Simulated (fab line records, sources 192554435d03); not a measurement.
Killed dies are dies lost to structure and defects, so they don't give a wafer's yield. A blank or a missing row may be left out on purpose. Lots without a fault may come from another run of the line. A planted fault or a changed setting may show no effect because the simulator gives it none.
Problem report in the 8D (eight disciplines) form, filled by code | flow n5_finfet | the parts of the form that need people (team, actions taken, sign-off) are left out

1. THE PROBLEM
run_length_s at N5_MOL_CONTACT_COAG_ALD_27 reads a mean of 2322.2 s on 3 wafers of 3 lots; wafers without a fault read 2770.0 s with a standard deviation of 0.6. That is -99 or more standard deviations from the usual mean.
The step: deposits SiOC, target thk 17 nm, pulse time 1.5 s, time 2720 s.
First seen on wafer L507.2, day 9 00:23, on ald_sin-01. The record holds 29 wafers of 11 lots with a number at this step. Rule for "out", or "out of limits": more than 4 standard deviations from the usual mean. The other wafers with a number count as sound.

2. WHAT IT IS AND WHAT IT IS NOT
question                    | is                     | is not
which readings at this step | run_length_s           | heater_power_w, precursor_pulse_height_rel
which lots                  | L507, L508, L510       | L491, L492, L497, L498, L499, L511, L513, L514
which wafers of those lots  | L507.2, L508.2, L510.2 | L507.3, L508.4, L510.3, L510.4
read on which tools         | ald_sin-01             | ald_sin-02, ald_sin-04
when                        | from day 9 00:23       | up to then (16 sound wafers); but 10 sound wafers of L508, L510, L511, L513, L514 came after

3. SUSPECTS, AND WHAT RULES EACH OUT
Counting: a tool at a process step up to the reading stays a suspect if it ran every lot that is out. Sound lots after the first of them don't rule it out here, since some wafers of a struck lot are sound.
- ald_sin-01 at N5_MOL_CONTACT_COAG_ALD_27 (deposits SiOC, target thk 17 nm, pulse time 1.5 s, time 2720 s): kept. It ran every lot that is out, first L507 (day 9 00:23); its last sound lot up to then is L498 (day 6 19:44). Its own readings are out on those wafers: run_length_s.
Left after counting: ald_sin-01 at N5_MOL_CONTACT_COAG_ALD_27.

4. THE CAUSE (what the simulator had put in)
Process parameter drift: ald_sin-01, from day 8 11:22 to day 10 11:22, at N5_MOL_CONTACT_COAG_ALD_27. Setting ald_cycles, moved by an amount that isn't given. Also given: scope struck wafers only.
Counting left only this tool.

5. THE CHAIN OF EFFECTS, in route order
Each row: a reading whose mean over the struck wafers that have a number lies more than 3 standard deviations from the usual. Only readings for which the record gives a usual standard deviation are gone through. hours: the time from each lot's start at the first step in this table that gives one to its start at this step, as a median over the lots. sigmas: the change in usual standard deviations.
hours | step                       | reading      | usual    | on struck wafers | change | sigmas
0     | N5_MOL_CONTACT_COAG_ALD_27 | run_length_s | 2770.0 s | 2322.2           | -447.8 | -99 or more
The process steps in it:
- N5_MOL_CONTACT_COAG_ALD_27: deposits SiOC, target thk 17 nm, pulse time 1.5 s, time 2720 s.
Later measuring or inspecting steps at which every struck wafer that the step has a row for has a number for every such reading, and none has moved that far: N5_MOL_CONTACT_COAG_THK_MEAS_29, N5_BEOL_M4_RC_MEAS_101.

6. WHAT WOULD HAVE CAUGHT IT SOONER
In this record the first reading out of limits was taken at day 9 00:23, 13 hours after the fault began at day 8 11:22.
